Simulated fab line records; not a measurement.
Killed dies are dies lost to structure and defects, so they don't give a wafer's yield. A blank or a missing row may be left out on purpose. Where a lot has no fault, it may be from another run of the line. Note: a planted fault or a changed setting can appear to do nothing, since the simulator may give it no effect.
One fault through the eyes of 2 desks | flow n5Finfet | only its own numbers are on each desk; what lay behind them is given at the end

## DESK OF THE TOOL OWNER: pvdSputter-02
The tool's own readings at N5_BEOL_M9_HM_DEP_02 (deposits TiN, target thk 20 nm): means of the sampled wafers that have a number, for each lot that ran on this tool. A lot is out of limits, marked OUT, if its mean lies more than 4 standard deviations from the usual mean; the brackets give that distance.
Columns: A = throttleValvePct at N5_BEOL_M9_HM_DEP_02, usual 29.8 %
lot  | first seen here | A
L224 | day 10 09:57    | 29.4
L222 | day 10 22:00    | 30.8
L233 | day 13 19:23    | 30.5
L238 | day 14 07:38    | 29.5
This desk's finding: nothing out of limits on any of the 4 lots.

## FROM THE METROLOGY DESK
What the gauges read for every lot (on any tool): the sampled wafers with a number, averaged. A lot is out of limits, marked OUT, if its mean lies more than 4 standard deviations from the usual mean; the brackets give that distance. Only the readings that lie furthest out on some lot appear, 7 of the 12 it has.
Columns: A = IOFF_N at N5_BEOL_M4_RC_MEAS_101, usual 0.17 nA/um; B = IOFF_P at N5_BEOL_M4_RC_MEAS_101, usual 0.22 nA/um; C = ION_P at N5_BEOL_M4_RC_MEAS_101, usual 462 uA/um; D = SS_N at N5_BEOL_M4_RC_MEAS_101, usual 71.5 mV/dec; E = VT_N at N5_BEOL_M4_RC_MEAS_101, usual 249 mV; F = VT_P at N5_BEOL_M4_RC_MEAS_101, usual -250 mV; G = trenchDepthNm at N5_BEOL_M9_OCD_MEAS_38, usual 151.3 nm
lot  | first seen here | A    | B    | C   | D    | E   | F    | G
L224 | day 8 10:17     | 0.17 | 0.25 | 471 | 72.2 | 251 | -248 | 152.4
L222 | day 8 12:59     | 0.20 | 0.29 | 473 | 72.4 | 248 | -245 | 154.2
L223 | day 8 13:00     | 0.14 | 0.18 | 457 | 71.7 | 250 | -257 | 153.5
L233 | day 11 18:58    | 0.24 | 0.25 | 462 | 72.6 | 245 | -250 | 150.4
L238 | day 12 16:10    | 0.18 | 0.28 | 483 | 71.0 | 248 | -243 | 147.1
L240 | day 13 10:12    | 0.15 | 0.23 | 465 | 71.5 | 252 | -248 | 152.5
L243 | day 14 12:44    | 0.15 | 0.21 | 457 | 71.4 | 250 | -251 | 149.8
L244 | day 15 12:26    | 0.18 | 0.24 | 467 | 71.8 | 247 | -247 | 148.4
This desk's finding: nothing out of limits on any of the 8 lots.

## TAKEN TOGETHER
The desk of the tool owner found nothing out of limits.
Metrology desk: nothing out of limits seen.

## WHAT THE SIMULATOR HAD INSERTED
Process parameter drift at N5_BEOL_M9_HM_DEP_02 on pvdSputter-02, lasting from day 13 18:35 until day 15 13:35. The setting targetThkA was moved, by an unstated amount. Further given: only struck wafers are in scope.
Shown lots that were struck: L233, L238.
